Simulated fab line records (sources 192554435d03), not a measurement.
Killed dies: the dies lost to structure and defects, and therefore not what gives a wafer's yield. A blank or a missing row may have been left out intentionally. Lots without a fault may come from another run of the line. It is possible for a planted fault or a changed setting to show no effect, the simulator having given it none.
Split-lot study || flow n5Finfet || 21 wafers read across 7 lots, on a route 1938 steps long

## SPLIT DETAILS
At N5_FIN_CUT_CUT_ETCH_15 (etches Si in HBr/Cl2/O2, target depth 100 nm, bt time 10 s, time 42.4 s), the setting timeS was moved away from the recipe's 42.4 s on 8 of the 21 wafers read, by -11.0% to +21.3%. For the rest of the wafers, this setting stayed at what the recipe calls for.

Reading taken at the split's own step.

## THE READING
SOC_of_FIN_CUT_COAT_18.thkNm (the simulator's own value, which no gauge read), in nm, at N5_FIN_CUT_CUT_ETCH_15 (etches Si in HBr/Cl2/O2, target depth 100 nm, bt time 10 s, time 42.4 s). There is no usual value for it anywhere in the file. The 13 wafers here that ran the recipe average 170.6 nm, standard deviation 1.1 nm.

{"wafer": "L077.2", "tool, chamber at the split": "rieSi-05, 1", "timeS as run, s": 42.4, "against the recipe": "recipe", "SOC_of_FIN_CUT_COAT_18.thkNm, nm": 170.6, "against lot-mates on the recipe": "-"}
{"wafer": "L077.3", "tool, chamber at the split": "rieSi-05, 2", "timeS as run, s": 42.4, "against the recipe": "recipe", "SOC_of_FIN_CUT_COAT_18.thkNm, nm": 170.2, "against lot-mates on the recipe": "-"}
{"wafer": "L077.5", "tool, chamber at the split": "rieSi-05, 1", "timeS as run, s": 39.67, "against the recipe": "-6.4%", "SOC_of_FIN_CUT_COAT_18.thkNm, nm": 174, "against lot-mates on the recipe": "+3.6"}
{"wafer": "L079.2", "tool, chamber at the split": "rieSi-05, 1", "timeS as run, s": 42.4, "against the recipe": "recipe", "SOC_of_FIN_CUT_COAT_18.thkNm, nm": 172, "against lot-mates on the recipe": "-"}
{"wafer": "L079.4", "tool, chamber at the split": "rieSi-05, 3", "timeS as run, s": 42.4, "against the recipe": "recipe", "SOC_of_FIN_CUT_COAT_18.thkNm, nm": 171.2, "against lot-mates on the recipe": "-"}
{"wafer": "L079.6", "tool, chamber at the split": "rieSi-05, 1", "timeS as run, s": 42.4, "against the recipe": "recipe", "SOC_of_FIN_CUT_COAT_18.thkNm, nm": 172.2, "against lot-mates on the recipe": "-"}
{"wafer": "L081.4", "tool, chamber at the split": "rieSi-06, 3", "timeS as run, s": 39.84, "against the recipe": "-6.0%", "SOC_of_FIN_CUT_COAT_18.thkNm, nm": 173, "against lot-mates on the recipe": "+3.0"}
{"wafer": "L081.5", "tool, chamber at the split": "rieSi-06, 0", "timeS as run, s": 39.84, "against the recipe": "-6.0%", "SOC_of_FIN_CUT_COAT_18.thkNm, nm": 172.2, "against lot-mates on the recipe": "+2.2"}
{"wafer": "L081.6", "tool, chamber at the split": "rieSi-06, 3", "timeS as run, s": 42.4, "against the recipe": "recipe", "SOC_of_FIN_CUT_COAT_18.thkNm, nm": 170, "against lot-mates on the recipe": "-"}
{"wafer": "L083.2", "tool, chamber at the split": "rieSi-05, 0", "timeS as run, s": 42.4, "against the recipe": "recipe", "SOC_of_FIN_CUT_COAT_18.thkNm, nm": 169.8, "against lot-mates on the recipe": "-"}
{"wafer": "L083.3", "tool, chamber at the split": "rieSi-05, 3", "timeS as run, s": 42.4, "against the recipe": "recipe", "SOC_of_FIN_CUT_COAT_18.thkNm, nm": 168.8, "against lot-mates on the recipe": "-"}
{"wafer": "L083.5", "tool, chamber at the split": "rieSi-05, 3", "timeS as run, s": 42.4, "against the recipe": "recipe", "SOC_of_FIN_CUT_COAT_18.thkNm, nm": 168.4, "against lot-mates on the recipe": "-"}
{"wafer": "L084.1", "tool, chamber at the split": "rieSi-04, 1", "timeS as run, s": 42.4, "against the recipe": "recipe", "SOC_of_FIN_CUT_COAT_18.thkNm, nm": 171.2, "against lot-mates on the recipe": "-"}
{"wafer": "L084.4", "tool, chamber at the split": "rieSi-04, 0", "timeS as run, s": 47.56, "against the recipe": "+12.2%", "SOC_of_FIN_CUT_COAT_18.thkNm, nm": 166.6, "against lot-mates on the recipe": -4.8}
{"wafer": "L084.6", "tool, chamber at the split": "rieSi-04, 2", "timeS as run, s": 42.4, "against the recipe": "recipe", "SOC_of_FIN_CUT_COAT_18.thkNm, nm": 171.6, "against lot-mates on the recipe": "-"}
{"wafer": "L090.3", "tool, chamber at the split": "rieSi-04, 1", "timeS as run, s": 42.4, "against the recipe": "recipe", "SOC_of_FIN_CUT_COAT_18.thkNm, nm": 171.2, "against lot-mates on the recipe": "-"}
{"wafer": "L090.4", "tool, chamber at the split": "rieSi-04, 0", "timeS as run, s": 37.73, "against the recipe": "-11.0%", "SOC_of_FIN_CUT_COAT_18.thkNm, nm": 175, "against lot-mates on the recipe": "+3.8"}
{"wafer": "L090.5", "tool, chamber at the split": "rieSi-04, 2", "timeS as run, s": 37.73, "against the recipe": "-11.0%", "SOC_of_FIN_CUT_COAT_18.thkNm, nm": 175.8, "against lot-mates on the recipe": "+4.6"}
{"wafer": "L092.1", "tool, chamber at the split": "rieSi-06, 2", "timeS as run, s": 51.44, "against the recipe": "+21.3%", "SOC_of_FIN_CUT_COAT_18.thkNm, nm": 162, "against lot-mates on the recipe": -8.2}
{"wafer": "L092.2", "tool, chamber at the split": "rieSi-06, 1", "timeS as run, s": 42.4, "against the recipe": "recipe", "SOC_of_FIN_CUT_COAT_18.thkNm, nm": 170.2, "against lot-mates on the recipe": "-"}
{"wafer": "L092.4", "tool, chamber at the split": "rieSi-06, 0", "timeS as run, s": 51.44, "against the recipe": "+21.3%", "SOC_of_FIN_CUT_COAT_18.thkNm, nm": 162.8, "against lot-mates on the recipe": -7.4}

THE FIT
A straight line over all 21 wafers: SOC_of_FIN_CUT_COAT_18.thkNm changes by -0.39 nm for each +1% of timeS; r = -0.96; the points scatter about the line by 1 nm.
The same after taking each lot's own level away (the mean of its wafers on the recipe; 21 wafers): -0.382 nm for each +1%; r = -0.99; scatter 0.47 nm.
Per that fit: largest timeS move, reading shift of 8.1 nm.
The span of the lots' own levels, 169.00 to 171.80 nm, comes to 2.5 times the standard deviation stated above.
So the lot-to-lot level changes the slope little: the two slopes agree.
Check: -7.94 nm against its lot-mates is what the line predicts for one of the wafers moved furthest among these (+21.3%) when that wafer is left out of the fit. It came out at -8.2 nm against them.

## FURTHER SPLITS ON THESE WAFERS
Note: prior to the reading, these wafers also went through further splits. Each is held against what the fit with the lots' levels taken away leaves over:
{"other split on the same wafers": "N5_ZERO_LAYER_DEVELOP_10 developTimeS", "wafers away from the commonest value": 6, "r with SOC_of_FIN_CUT_COAT_18.thkNm (lot level and that fit taken away)": -0.17}
{"other split on the same wafers": "N5_PMOS_HMC_CHANNEL_EPI_EXPOSE_06 doseMj", "wafers away from the commonest value": 5, "r with SOC_of_FIN_CUT_COAT_18.thkNm (lot level and that fit taken away)": -0.15}
{"other split on the same wafers": "N5_PMOS_HMC_CHANNEL_EPI_DESCUM_14 timeS", "wafers away from the commonest value": 8, "r with SOC_of_FIN_CUT_COAT_18.thkNm (lot level and that fit taken away)": -0.08}

## THE WHOLE CHAIN: every reading that the file lists as answering this split, in the file's order
{"step": "N5_FIN_CUT_CUT_ETCH_15", "what it does": "etches Si in HBr/Cl2/O2, target depth 100 nm, bt time 10 s, time 42.4 s", "reading": "FIN_CUT.featureDepthNm (the simulator's own value, which no gauge read)", "change (the file's fit)": "+1.02 nm for each +1% of the setting", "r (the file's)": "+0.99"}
{"step": "N5_FIN_CUT_CUT_ETCH_15", "what it does": "etches Si in HBr/Cl2/O2, target depth 100 nm, bt time 10 s, time 42.4 s", "reading": "etch.depthNm (the simulator's own value, which no gauge read)", "change (the file's fit)": "+1.02 nm for each +1% of the setting", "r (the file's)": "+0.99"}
{"step": "N5_FIN_CUT_CUT_ETCH_15", "what it does": "etches Si in HBr/Cl2/O2, target depth 100 nm, bt time 10 s, time 42.4 s", "reading": "SOC_of_FIN_CUT_COAT_18.thkNm (the simulator's own value, which no gauge read)", "change (the file's fit)": "-0.386 nm for each +1% of the setting", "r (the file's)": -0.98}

## THE FILE'S OWN FIT
SOC_of_FIN_CUT_COAT_18.thkNm changes by -0.386 nm for each +1% of timeS, r = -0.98.
